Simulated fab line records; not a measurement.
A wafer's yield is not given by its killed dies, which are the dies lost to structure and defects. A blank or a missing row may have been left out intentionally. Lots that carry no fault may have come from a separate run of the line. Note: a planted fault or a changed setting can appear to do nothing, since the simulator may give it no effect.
fab line records -- flow n5_finfet
record: lots: 6, wafers: 16, last_day: 16
route steps=1938 shown BEOL_M0@719 BEOL_M4@1111 PASSIVATION@1936
lots untouched by any fault: they come from a run of this same line in which no faults occurred
start_h: hours from the record's first day to the start of the lot's first wafer shown -- wait_h: time in hours since the lot's previous step -- " unchanged from the row above -- L1.1+2: one row covering several wafers at once -- - no value, or no start was given -- * or withheld: withheld -- < > ~ a bound
route shown NAME@n: a module of which the file shows steps, and the number in the route of the first -- usual: mean and standard deviation over wafers with no fault -- same: alike in all rows -- chamber/n: place in a boat -- sites: readings site by site -- _std_site: how widely they spread, as a standard deviation -- _edge_site: inner sites' mean taken away from outer sites' mean -- radius_mm: for every site, how far away it sits from the centre of the wafer -- mask NAME#n: copy n -- behind: the most recent tool/chamber to have shaped the wafer -- hold: cause of the lot's hold/its duration in hours/its outcome -- device: the n, p or np transistor that did not switch -- end of line: the same wafers' tests at the end of the route -- a step without rows: its recipe alone -- killed: not the wafer's yield, but the dies lost to structure and defects at the first sort -- map: per-die view of a wafer (x killed, . not killed, _ where there is no die)
set.NAME: setting as actually run; set.NAME@STEP: the setting as run at that earlier step -- model.NAME: the simulator's own value behind a step, which no gauge read
certain route steps with their lots: each step a table, each wafer a row
services: the hour from which a tool's chamber was out of use, counted from the record's first day as start_h (under 0 if before that day), plus the number of hours and why
== steps ==
step: N5_BEOL_M0_WET_ETCH_106
recipe: chemistry: DHF, dilution: 10:1, temp_c: 25, target: SiO2, target_depth_a: 1300, dry: ipa_marangoni, rinse_time_s: 30, rinse_temp_c: 23
step: N5_BEOL_M0_ETCH_128
recipe: chemistry: CF4/N2, target_depth_a: 120, overetch_a: 51, target: SiCN, time_s: 21.4, ion_energy_ev: 150, pressure_mtorr: 40, source_w: 430, bias_w: 70, Ar_flow_sccm: 100, cf4_flow_sccm: 60, n2_flow_sccm: 60
usual: drypump_motor_current_A: 5.5/0.51, oes_product_au: 0.56/0.069, rf_vpp_V: 382.4/1.3, showerhead_plenum_p_Torr: 2.21/0.052, throttle_valve_pct: 15.45/0.27
lot.wafer,tool,chamber,start_h,wait_h,drypump_motor_current_A,oes_product_au,rf_hours_counter_h,rf_vpp_V,showerhead_plenum_p_Torr,throttle_valve_pct
L410.2,rie_diel-05,1,144.60,0.0,5.1,0.62,21,382.8,2.24,15.16
L410.4,rie_diel-05,0,144.60,0.0,5.8,0.63,32,381.1,2.16,15.45
L410.6,rie_diel-05,0,144.60,0.0,5.9,0.61,-,380.0,2.16,15.46
L416.1,rie_diel-05,1,149.56,0.8,5.1,0.60,23,383.2,2.24,15.16
L416.4,rie_diel-05,2,149.56,0.8,4.8,0.51,156,380.3,2.11,15.51
L416.5,rie_diel-05,3,149.56,0.8,6.1,0.50,-,383.2,2.20,15.64
L421.2,rie_diel-03,3,190.72,0.1,5.5,0.47,245,384.1,2.26,15.75
L421.4,rie_diel-03,0,190.72,0.1,6.3,0.66,5,381.2,2.19,15.49
L423.2,rie_diel-03,2,199.91,0.0,5.8,0.60,47,383.4,2.24,15.11
L423.3,rie_diel-03,1,199.91,0.0,5.9,0.63,21,381.6,2.14,15.21
L426.1,rie_diel-05,1,214.19,0.0,5.1,0.57,45,381.7,2.23,15.21
L426.4,rie_diel-05,2,214.19,0.0,4.8,0.49,178,381.5,2.10,15.53
L426.6,rie_diel-05,0,214.19,0.0,5.9,0.60,-,380.9,2.16,15.50
L427.1,rie_diel-06,2,218.21,0.6,4.7,0.63,10,381.7,2.16,15.30
L427.3,rie_diel-06,0,218.21,0.6,5.3,0.58,51,383.4,2.26,15.15
L427.4,rie_diel-06,3,218.21,0.6,4.8,0.47,225,385.1,2.28,15.76
step: N5_BEOL_M0_TRENCH_ETCH_107
recipe: chemistry: C4F6/O2, target_depth_a: 328, target: SiOC, time_s: 16.4, ion_energy_ev: 250, pressure_mtorr: 30, source_w: 355, bias_w: 185, Ar_flow_sccm: 300, C4F6_flow_sccm: 10, O2_flow_sccm: 10
usual: drypump_motor_current_A: 5.5/0.51, oes_f_703_au: 0.80/0.11, oes_product_au: 0.81/0.11, rf_vpp_V: 663/15, showerhead_plenum_p_Torr: 2.85/0.071, throttle_valve_pct: 20.92/0.26
lot.wafer,tool,chamber,start_h,wait_h,drypump_motor_current_A,oes_f_703_au,oes_product_au,rf_hours_counter_h,rf_vpp_V,showerhead_plenum_p_Torr,throttle_valve_pct
L410.2,rie_diel-05,1,144.64,0.0,5.1,0.86,0.88,21,688,2.89,20.61
L410.4,rie_diel-05,0,144.64,0.0,5.9,0.89,0.89,32,659,2.80,20.95
L410.6,rie_diel-05,0,144.64,0.0,5.9,0.89,0.89,-,659,2.80,20.97
L416.1,rie_diel-05,1,149.60,0.0,5.1,0.86,0.87,23,687,2.89,20.62
L416.4,rie_diel-05,2,149.60,0.0,4.8,0.77,0.75,156,632,2.73,20.95
L416.5,rie_diel-05,3,149.60,0.0,6.1,0.70,0.70,-,662,2.83,21.01
L421.2,rie_diel-03,3,190.76,0.0,5.5,0.67,0.70,245,679,2.88,20.98
L421.4,rie_diel-03,0,190.76,0.0,6.3,0.89,0.96,5,684,2.83,21.07
L423.2,rie_diel-03,2,199.95,0.0,5.8,0.88,0.88,47,681,2.90,20.67
L423.3,rie_diel-03,1,199.95,0.0,5.9,0.91,0.92,21,663,2.76,20.65
L426.1,rie_diel-05,1,214.23,0.0,5.1,0.81,0.84,45,688,2.88,20.65
L426.4,rie_diel-05,2,214.23,0.0,4.9,0.75,0.73,178,631,2.72,20.99
L426.6,rie_diel-05,0,214.23,0.0,5.9,0.85,0.86,-,658,2.79,21.01
L427.1,rie_diel-06,2,218.25,0.0,4.7,0.93,0.93,10,647,2.78,20.73
L427.3,rie_diel-06,0,218.25,0.0,5.3,0.89,0.87,51,644,2.92,20.71
L427.4,rie_diel-06,3,218.25,0.0,4.9,0.68,0.67,225,657,2.97,21.34
step: N5_BEOL_M0_STRIP_142
recipe: chemistry: N2/H2, time_s: 10, power_w: 450, temp_c: 40, pressure_mtorr: 20, rf_frequency_hz: 6e+07, bias_power_w: 7, n2_flow_sccm: 200, h2_flow_sccm: 200
step: N5_BEOL_M0_OCD_MEAS_108
usual: trench_depth_nm: 32.6/0.88
lot.wafer,tool,chamber,start_h,wait_h,trench_depth_nm
L410.2,ocd-02,-,144.75,0.1,32.2
L410.4,ocd-02,-,144.75,0.1,33.1
L410.6,ocd-02,-,144.75,0.1,32.8
L416.1,ocd-02,-,149.70,0.1,32.9
L416.4,ocd-02,-,149.70,0.1,33.3
L416.5,ocd-02,-,149.70,0.1,31.3
L421.2,ocd-02,-,190.87,0.1,32.1
L421.4,ocd-02,-,190.87,0.1,32.3
L423.2,ocd-01,-,200.06,0.1,32.5
L423.3,ocd-01,-,200.06,0.1,33.4
L426.1,ocd-02,-,214.34,0.1,33.0
L426.4,ocd-02,-,214.34,0.1,33.5
L426.6,ocd-02,-,214.34,0.1,34.2
L427.1,ocd-01,-,218.36,0.1,33.2
L427.3,ocd-01,-,218.36,0.1,33.2
L427.4,ocd-01,-,218.36,0.1,32.1
step: N5_BEOL_M0_HM_STRIP_129
recipe: chemistry: peroxide_tin_strip, material: TiN, target_depth_a: 170, temp_c: 50, time_s: 108
step: N5_BEOL_M0_SRD_130
recipe: time_s: 30, temp_c: 23, rinse_liquid: diw, dry: ipa_marangoni
step: N5_BEOL_M0_ETCH_109
recipe: chemistry: CH3F/O2, target_depth_a: 80, overetch_a: 24, target: SiCN, time_s: 27.4, ion_energy_ev: 120, pressure_mtorr: 30, source_w: 395, bias_w: 75, Ar_flow_sccm: 150, CH3F_flow_sccm: 30, O2_flow_sccm: 20
usual: drypump_motor_current_A: 5.5/0.51, oes_product_au: 0.69/0.081, rf_vpp_V: 297.3/1.2, showerhead_plenum_p_Torr: 1.99/0.047, throttle_valve_pct: 16.35/0.24
lot.wafer,tool,chamber,start_h,wait_h,drypump_motor_current_A,oes_product_au,rf_hours_counter_h,rf_vpp_V,showerhead_plenum_p_Torr,throttle_valve_pct
L410.2,rie_diel-06,2,144.96,0.1,4.7,0.58,240,297.2,1.96,16.58
L410.4,rie_diel-06,1,144.96,0.1,5.9,0.61,217,295.4,1.98,16.70
L410.6,rie_diel-06,2,144.96,0.1,4.7,0.58,-,296.2,1.96,16.60
L416.1,rie_diel-05,1,149.81,0.0,5.1,0.76,23,297.1,2.03,16.09
L416.4,rie_diel-05,3,149.81,0.0,6.1,0.62,189,298.0,1.98,16.49
L416.5,rie_diel-05,2,149.81,0.0,4.8,0.65,-,295.5,1.92,16.44
L421.2,rie_diel-05,0,190.98,0.0,5.9,0.73,47,297.1,1.96,16.38
L421.4,rie_diel-05,2,190.98,0.0,4.8,0.63,171,296.9,1.91,16.44
L423.2,rie_diel-03,3,200.17,0.0,5.5,0.60,248,299.0,2.03,16.55
L423.3,rie_diel-03,1,200.17,0.0,5.9,0.78,21,294.5,1.94,16.10
L426.1,rie_diel-06,3,214.45,0.0,4.8,0.58,224,297.3,2.09,16.75
L426.4,rie_diel-06,1,214.45,0.0,5.9,0.57,246,297.6,1.97,16.77
L426.6,rie_diel-06,0,214.45,0.0,5.3,0.75,-,297.5,2.05,16.07
L427.1,rie_diel-05,0,218.52,0.0,5.9,0.74,57,294.9,1.95,16.39
L427.3,rie_diel-05,3,218.52,0.0,6.1,0.62,212,296.9,1.98,16.54
L427.4,rie_diel-05,1,218.52,0.0,5.1,0.73,-,298.4,2.03,16.12
step: N5_BEOL_M0_STRIP_139
recipe: chemistry: post_etch_residue_remover, time_s: 60, temp_c: 25, remover_ph: withheld, remover_water_wt_pct: withheld, remover_fluoride_wt_pct: withheld
step: N5_BEOL_M0_SRD_111
recipe: time_s: 30, temp_c: 23, rinse_liquid: diw, dry: ipa_marangoni
step: N5_BEOL_M0_DEGAS_112
recipe: ambient: vacuum, temp_c: 250, time_s: 60
step: N5_BEOL_M0_PRE_CLEAN_113
recipe: gas: H2/He, time_s: 30, temp_c: 250
step: N5_BEOL_M0_ALD_136
recipe: material: TaN, target_thk_a: *, temp_c: 275, ald_precursor_family: PDMAT, ald_co_reactant: NH3, pressure_torr: 3, carrier_flow_sccm: 1500, pulse_time_s: 2, purge_time_s: 3, co_reactant_purge_time_s: 2, co_reactant_pulse_time_s: 3, ald_cycles: 30, precursor_vessel_temp_c: 75, precursor_vessel_pressure_torr: 26.25, precursor_vessel_carrier_sccm: 1000
usual: ald_cycles: 30/0, heater_power_w: 420/43, precursor_vessel_carrier_sccm: 1000.3/2.9
lot.wafer,tool,chamber,start_h,wait_h,ald_cycles,heater_power_w,precursor_vessel_carrier_sccm,model.TaN_of_BEOL_M0_ALD_136.thk_nm
L410.2,ald_metal-03,1,146.04,0.3,30,363,997.1,*
L410.4,ald_metal-03,0,146.04,0.3,30,468,1000.0,*
L410.6,ald_metal-03,3,146.04,0.3,30,426,997.5,*
L416.1,ald_metal-02,2,150.09,0.0,30,437,1004.8,*
L416.4,ald_metal-02,0,150.09,0.0,30,463,996.7,*
L416.5,ald_metal-02,0,150.09,0.0,30,477,999.3,*
L421.2,ald_metal-03,2,191.59,0.1,23,410,1003.3,*
L421.4,ald_metal-03,2,191.59,0.1,23,424,1001.9,*
L423.2,ald_metal-03,3,201.88,0.0,23,437,996.4,*
L423.3,ald_metal-03,1,201.88,0.0,30,365,997.4,*
L426.1,ald_metal-02,1,215.13,0.1,30,340,1000.6,*
L426.4,ald_metal-02,3,215.13,0.1,30,413,996.6,*
L426.6,ald_metal-02,3,215.13,0.1,30,405,1000.1,*
L427.1,ald_metal-04,0,220.43,0.0,30,451,1003.9,*
L427.3,ald_metal-04,3,220.43,0.0,30,462,996.2,*
L427.4,ald_metal-04,0,220.43,0.0,30,447,998.6,*
step: N5_BEOL_M0_SURFACE_TREAT_137
recipe: gas: Ar, time_s: *, ion_energy_ev: *, ion_current_ma_cm2: 0.5, pressure_mtorr: *, ar_flow_sccm: 30
usual: throttle_valve_pct: *
lot.wafer,tool,chamber,start_h,wait_h,throttle_valve_pct
L410.2,pvd_sputter-02,-,146.85,0.7,*
L410.4,pvd_sputter-02,-,146.85,0.7,*
L410.6,pvd_sputter-02,-,146.85,0.7,*
L416.1,pvd_sputter-01,-,150.42,0.2,*
L416.4,pvd_sputter-01,-,150.42,0.2,*
L416.5,pvd_sputter-01,-,150.42,0.2,*
L421.2,pvd_sputter-03,-,192.04,0.3,*
L421.4,pvd_sputter-03,-,192.04,0.3,*
L423.2,pvd_sputter-01,-,202.11,0.1,*
L423.3,pvd_sputter-01,-,202.11,0.1,*
L426.1,pvd_sputter-01,-,215.41,0.2,*
L426.4,pvd_sputter-01,-,215.41,0.2,*
L426.6,pvd_sputter-01,-,215.41,0.2,*
L427.1,pvd_sputter-03,-,220.77,0.2,*
L427.3,pvd_sputter-03,-,220.77,0.2,*
L427.4,pvd_sputter-03,-,220.77,0.2,*
step: N5_BEOL_M0_CVD_115
recipe: material: Co, target_thk_a: *, temp_c: withheld, precursor: CCTBA/H2, pressure_torr: 30, time_s: 120
step: N5_BEOL_M0_SPUTTER_116
recipe: material: Cu, target_thk_a: 40, temp_c: -20, chamber_pressure_pa: 0.07, power_w: withheld, time_s: 7.37
step: N5_BEOL_M0_ANNEAL_117
recipe: temp_c: 400, time_s: 60, ambient: vacuum
step: N5_BEOL_M0_SPUTTER_132
recipe: material: Cu, target_thk_a: 40, temp_c: -20, chamber_pressure_pa: 0.07, power_w: withheld, time_s: 7.37
step: N5_BEOL_M0_ANNEAL_133
recipe: temp_c: 400, time_s: 60, ambient: vacuum
step: N5_BEOL_M0_SPUTTER_134
recipe: material: Cu, target_thk_a: 40, temp_c: -20, chamber_pressure_pa: 0.07, power_w: withheld, time_s: 7.37
usual: substrate_temp_c: -20.00/0.1, throttle_valve_pct: 29.6/0.86
lot.wafer,tool,chamber,start_h,wait_h,substrate_temp_c,throttle_valve_pct
L410.2,pvd_sputter-02,-,147.49,0.0,-20.12,30.8
L410.4,pvd_sputter-02,-,147.49,0.0,-19.91,29.5
L410.6,pvd_sputter-02,-,147.49,0.0,-20.15,30.6
L416.1,pvd_sputter-01,-,150.86,0.0,-19.73,29.7
L416.4,pvd_sputter-01,-,150.86,0.0,-19.76,27.3
L416.5,pvd_sputter-01,-,150.86,0.0,-19.96,29.5
L421.2,pvd_sputter-01,-,192.65,0.0,-19.79,30.1
L421.4,pvd_sputter-01,-,192.65,0.0,-19.99,27.5
L423.2,pvd_sputter-01,-,202.51,0.0,-19.96,29.5
L423.3,pvd_sputter-01,-,202.51,0.0,-20.13,29.3
L426.1,pvd_sputter-03,-,217.65,0.0,-19.95,29.3
L426.4,pvd_sputter-03,-,217.65,0.0,-19.93,30.2
L426.6,pvd_sputter-03,-,217.65,0.0,-19.86,28.9
L427.1,pvd_sputter-02,-,221.21,0.0,-20.05,30.6
L427.3,pvd_sputter-02,-,221.21,0.0,-20.06,29.1
L427.4,pvd_sputter-02,-,221.21,0.0,-20.04,30.9
step: N5_BEOL_M0_ANNEAL_135
recipe: temp_c: 400, time_s: 60, ambient: vacuum
step: N5_BEOL_M0_SPUTTER_141
recipe: material: Cu, target_thk_a: 40, temp_c: -20, chamber_pressure_pa: 0.07, power_w: withheld, time_s: 7.37
step: N5_BEOL_M0_ECD_118
recipe: material: Cu, target_thk_a: 3000
step: N5_BEOL_M0_ANNEAL_119
recipe: temp_c: 225, time_s: 90, ambient: N2
step: N5_BEOL_M0_CMP_120
recipe: stop_on: SiOC, t_overpolish_s: 6.9, down_force_psi: 1, platen_rpm: 50, clearing_platen_down_force_psi: 1.5, clearing_platen_rpm: 50, post_cmp_clean: cu_alkaline, clearing_platen_pad_velocity_m_s: 0.99484, pad_velocity_m_s: 0.99484
usual: barrier_field_endpoint_s: 3.66/0.17, motor_current_A: 6.2/0.52, slurry_flow_ml_min: 149.9/0.46
lot.wafer,tool,chamber,start_h,wait_h,barrier_field_endpoint_s,motor_current_A,slurry_flow_ml_min
L410.4,cmp-01,0,148.10,0.1,3.70,6.3,150.5
L410.2,cmp-01,2,148.10,0.1,3.75,6.9,149.6
L410.6,cmp-01,1,148.10,0.1,3.87,6.1,149.7
L416.1,cmp-02,1,151.52,0.3,3.66,6.6,150.0
L416.4,cmp-02,3,151.52,0.3,3.66,5.9,150.8
L416.5,cmp-02,0,151.52,0.3,3.52,5.9,149.6
L421.2,cmp-03,3,193.34,0.3,3.42,5.4,150.1
L421.4,cmp-03,0,193.34,0.3,2.82,7.2,149.3
L423.3,cmp-01,3,203.13,0.2,3.62,6.1,150.3
L423.2,cmp-01,1,203.13,0.2,3.21,5.7,150.1
L426.4,cmp-01,3,218.31,0.2,3.65,6.4,149.5
L426.1,cmp-01,1,218.31,0.2,3.61,5.9,149.9
L426.6,cmp-01,3,218.31,0.2,3.57,6.5,149.5
L427.4,cmp-03,2,222.43,0.1,3.79,6.4,150.2
L427.3,cmp-03,3,222.43,0.1,3.81,5.5,150.2
L427.1,cmp-03,0,222.43,0.1,3.63,7.4,149.6
step: N5_BEOL_M4_RC_MEAS_101
usual: DIBL_N: 36.9/2.1, DIBL_P: 37.1/2.5, IOFF_N: 0.17/0.039, IOFF_P: 0.23/0.043, ION_N: 673/15, ION_P: 462/9.1, SS_N: 71.8/0.69, SS_P: 73.6/0.74, VT_N: 250/3.6, VT_P: -249.7/2.9
lot.wafer,tool,chamber,start_h,wait_h,DIBL_N[mV/V],DIBL_P[mV/V],IOFF_N[nA/um],IOFF_P[nA/um],ION_N[uA/um],ION_P[uA/um],SS_N[mV/dec],SS_P[mV/dec],VT_N[mV],VT_P[mV]
L410.2,prober-01,0,185.74,0.2,36.8,37.2,0.15,0.17,656,444,71.6,72.9,253,-253.3
L410.4,prober-01,0,185.74,0.2,35.9,36.2,0.14,0.17,670,448,71.2,72.6,253,-256.1
L410.6,prober-01,0,185.74,0.2,37.9,38.3,0.18,0.20,670,457,71.5,73.4,250,-251.9
L416.1,prober-01,0,198.18,0.0,39.4,40.2,0.21,0.28,685,467,72.0,73.8,248,-244.5
L416.4,prober-01,0,198.18,0.0,36.6,37.0,0.14,0.22,651,444,71.7,72.9,253,-250.8
L416.5,prober-01,0,198.18,0.0,38.8,39.3,0.19,0.26,667,462,71.9,73.0,249,-246.6
L421.2,prober-01,0,241.92,0.2,32.6,32.5,0.11,0.17,653,452,70.7,73.0,254,-252.1
L421.4,prober-01,0,241.92,0.2,36.7,35.8,0.16,0.23,668,461,71.4,73.7,253,-248.0
L423.2,prober-01,0,251.01,0.2,37.1,36.0,0.14,0.19,666,459,71.9,73.2,257,-253.7
L423.3,prober-01,0,251.01,0.2,38.0,38.7,0.16,0.25,665,465,72.0,74.2,252,-249.0
L427.1,prober-01,0,267.24,0.0,38.3,39.8,0.20,0.27,673,466,71.8,73.5,248,-246.5
L427.3,prober-01,0,267.24,0.0,33.0,33.7,0.12,0.17,668,461,70.6,72.0,254,-255.0
L427.4,prober-01,0,267.24,0.0,34.1,33.8,0.13,0.17,647,449,70.8,72.3,252,-254.0
L426.1,prober-01,0,272.38,0.0,35.6,33.3,0.11,0.16,637,440,71.7,72.4,257,-256.5
L426.4,prober-01,0,272.38,0.0,40.6,42.5,0.23,0.30,701,477,72.6,74.8,246,-244.5
L426.6,prober-01,0,272.38,0.0,37.4,37.2,0.16,0.21,679,461,71.4,73.2,250,-250.5
step: N5_PASSIVATION_PROBE_49
usual: defect_limited_yield: 91.3/1.4, killed_at_M0_to_M3: 32/9.5, killed_at_M4_up: 14/5.2, killed_at_contacts: 13/5.7, killed_at_front_end: 41/12, killed_at_other: 3.5/2.6, killed_dies: 103/17, killed_open: 68/14, killed_short: 32/7, sort_bin_5_function: 5.0/0.91, sort_bin_6_memory: 3.3/0.7, sort_bin_8_speed: 0.03/0.22, sort_n_pass: 1076/17, sort_yield_pct: 91.2/1.4
same: gross_dies: 1180, killed_at_back_side: 0, sort_bin_4_leakage[%]: 0
lot.wafer,tool,chamber,start_h,wait_h,defect_limited_yield[%],killed_at_M0_to_M3,killed_at_M4_up,killed_at_contacts,killed_at_front_end,killed_at_other,killed_dies,killed_open,killed_short,sort_bin_5_function[%],sort_bin_6_memory[%],sort_bin_8_speed[%],sort_n_pass,sort_yield_pct[%]
L416.1,prober-02,-,303.03,0.1,90.5,32,23,5,51,1,112,73,31,4.8,3.6,0,1068,90.5
L416.4,prober-02,-,303.18,0.2,91.9,28,11,5,49,2,95,59,25,5.1,2.1,0.17,1084,91.9
L416.5,prober-02,-,303.23,0.3,91.9,20,13,21,40,2,96,66,30,4.6,3.2,0,1084,91.9
L421.2,prober-01,-,342.42,0.1,87.6,32,10,24,62,18,146,82,51,6.9,4.1,0,1034,87.6
L421.4,prober-01,-,342.52,0.2,90.4,22,8,13,61,9,113,71,37,5.2,3.6,0,1067,90.4
L423.2,prober-01,-,355.56,0.1,91.2,42,10,15,36,1,104,63,41,5.1,3.4,0,1076,91.2
L423.3,prober-01,-,355.61,0.1,91.7,34,9,10,40,5,98,67,30,5.4,2.7,0,1082,91.7
L426.1,prober-02,-,372.31,0.1,92.2,24,14,10,41,3,92,60,32,5.0,2.6,2.46,1059,89.7
L426.4,prober-02,-,372.46,0.2,89.4,50,27,6,42,0,125,94,30,6.6,3.7,0,1055,89.4
L426.6,prober-02,-,372.56,0.3,91.4,35,15,16,36,0,102,60,33,4.6,3.0,0,1078,91.4
killed by level:class
L416.1 BEOL_M4:geometric_particle:open=13 STI_FIN_REVEAL:geometric_particle:open=12 HKMG_FIN:area_etch=8 BEOL_M3:geometric_particle:open=7 FIN_SAQP:geometric_particle:open=6 SPACER0:geometric_particle:short=6 BEOL_M0_SAQP:geometric_particle:open=6 MOL_CONTACT_COAG:geometric_particle:open=5
L416.4 BEOL_M2:geometric_particle:open=10 STI_FIN_REVEAL:geometric_particle:open=8 HKMG_FIN:area_etch=8 DUMMY_GATE:geometric_particle:open=7 BEOL_M1:geometric_particle:open=7 FIN_SAQP:geometric_particle:open=4 MOL_CONTACT_COAG:geometric_particle:open=4 BEOL_M0_SAQP:geometric_particle:open=4
L416.5 MOL_CONTACT_COAG:geometric_particle:open=17 STI_FIN_REVEAL:geometric_particle:open=10 FIN_SAQP:geometric_particle:short=7 BEOL_M0_SAQP:geometric_particle:short=5 BEOL_M2:geometric_particle:open=5 ILD0:geometric_particle:open=4 GATE_CUT:geometric_particle:short=4 MOL_CONTACT_COAG:geometric_particle:short=4
L421.2 MOL_CONTACT_COAG:geometric_particle:open=19 STI_FIN_REVEAL:geometric_particle:open=13 HKMG_FIN:area_etch=13 BEOL_M0_SAQP:geometric_particle:short=11 FIN_SAQP:geometric_particle:open=10 STI_FIN_REVEAL:geometric_particle:short=6 GATE_CUT:geometric_particle:short=6 MOL_CONTACT_COAG:geometric_particle:short=5
L421.4 STI_FIN_REVEAL:geometric_particle:open=20 MOL_CONTACT_COAG:geometric_particle:open=10 FIN_SAQP:geometric_particle:open=9 STI_FIN_REVEAL:geometric_particle:short=7 BEOL_M2:geometric_particle:open=7 ILD0:geometric_particle:short=5 FIN_SAQP:geometric_particle:short=4 BEOL_M0:geometric_particle:open=4
L423.2 MOL_CONTACT_COAG:geometric_particle:open=9 STI_FIN_REVEAL:geometric_particle:open=9 BEOL_M2:geometric_particle:open=9 BEOL_M3:geometric_particle:open=8 BEOL_M3:geometric_particle:short=7 FIN_SAQP:geometric_particle:open=6 FIN_SAQP:geometric_particle:short=6 MOL_CONTACT_COAG:geometric_particle:short=6
L423.3 STI_FIN_REVEAL:geometric_particle:open=12 MOL_CONTACT_COAG:geometric_particle:open=9 FIN_SAQP:geometric_particle:open=8 BEOL_M2:geometric_particle:open=8 FIN_SAQP:geometric_particle:short=7 BEOL_M3:geometric_particle:open=6 BEOL_M1:geometric_particle:open=6 BEOL_M0_SAQP:geometric_particle:short=4
L426.1 STI_FIN_REVEAL:geometric_particle:open=19 FIN_SAQP:geometric_particle:short=7 BEOL_M1:geometric_particle:open=6 STI_FIN_REVEAL:geometric_particle:short=5 MOL_CONTACT_COAG:geometric_particle:open=5 MOL_CONTACT_COAG:geometric_particle:short=5 BEOL_M0_SAQP:geometric_particle:short=5 BEOL_M7:geometric_particle:open=5
L426.4 STI_FIN_REVEAL:geometric_particle:open=15 BEOL_M4:geometric_particle:open=13 BEOL_M0_SAQP:geometric_particle:open=13 BEOL_M1:geometric_particle:open=11 FIN_SAQP:geometric_particle:open=7 MOL_CONTACT_COAG:geometric_particle:open=6 BEOL_M2:geometric_particle:open=6 BEOL_M5:geometric_particle:open=6
L426.6 MOL_CONTACT_COAG:geometric_particle:open=13 BEOL_M0_SAQP:geometric_particle:short=11 BEOL_M0_SAQP:geometric_particle:open=9 HKMG_FIN:area_etch=9 BEOL_M4:geometric_particle:open=8 FIN_SAQP:geometric_particle:open=5 STI_FIN_REVEAL:geometric_particle:open=5 FIN_SAQP:geometric_particle:short=4
== services ==
tool,chamber,start_h,hours,kind
rie_diel-06,0,124.63,1.7,repair
rie_diel-03,1,130.75,-,clean
rie_diel-03,1,130.75,-,consumable_replace:focus_ring
rie_diel-03,1,130.75,17.5,scheduled_down
rie_diel-03,1,130.75,17.5,vent_cycle
ald_metal-02,-,134.71,0.4,repair
cmp-03,-,139.67,0.7,repair
cmp-03,-,143.34,0.6,repair
rie_diel-03,0,149.30,-,clean
cmp-01,-,153.97,4.1,pm
cmp-02,-,154.51,1.9,repair
rie_diel-03,-,158.24,0.4,repair
rie_diel-06,2,168.19,-,clean
rie_diel-06,2,168.19,-,consumable_replace:focus_ring
rie_diel-06,2,168.19,20.0,scheduled_down
rie_diel-06,2,168.19,20.0,vent_cycle
rie_diel-03,3,168.79,4.2,repair
ald_metal-03,3,169.81,26.9,repair
cmp-03,-,181.47,0.4,repair
cmp-03,-,186.22,2.4,repair
cmp-03,-,188.99,0.4,repair
rie_diel-03,0,218.61,7.7,repair
cmp-02,-,220.16,0.4,repair
cmp-03,-,220.80,0.6,repair
== key ==
first_sign: step: N5_BEOL_M0_ALD_136, reading: ald_cycles, direction: down, sigmas: 99+, usual: *, struck: *
effect: step: N5_BEOL_M0_CMP_120, reading: barrier_field_endpoint_s, direction: down, sigmas: 2.9, usual: 3.66, struck: 3.15
model_effect: step: N5_BEOL_M0_ALD_136, value: TaN_of_BEOL_M0_ALD_136.thk_nm, without: *, struck: *
met_at N5_BEOL_M0_ALD_136
struck_wafers L421.2,L421.4,L423.2
baseline_loss: step: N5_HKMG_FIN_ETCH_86, wafers: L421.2
onset_between 146.04 191.59
fault: kind: process_parameter_drift, tool: ald_metal-03, chamber: -, onset_h: 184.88, steps: N5_BEOL_M0_ALD_136, channel: ald_cycles, offset: *, shape: step, end_h: 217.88, scope: struck_wafers_only, acts_in: *, stated: *
baseline_loss: these wafers lose ten dies or more at that step, a loss of the line's own and not of a fault; the sort's usual values leave them out
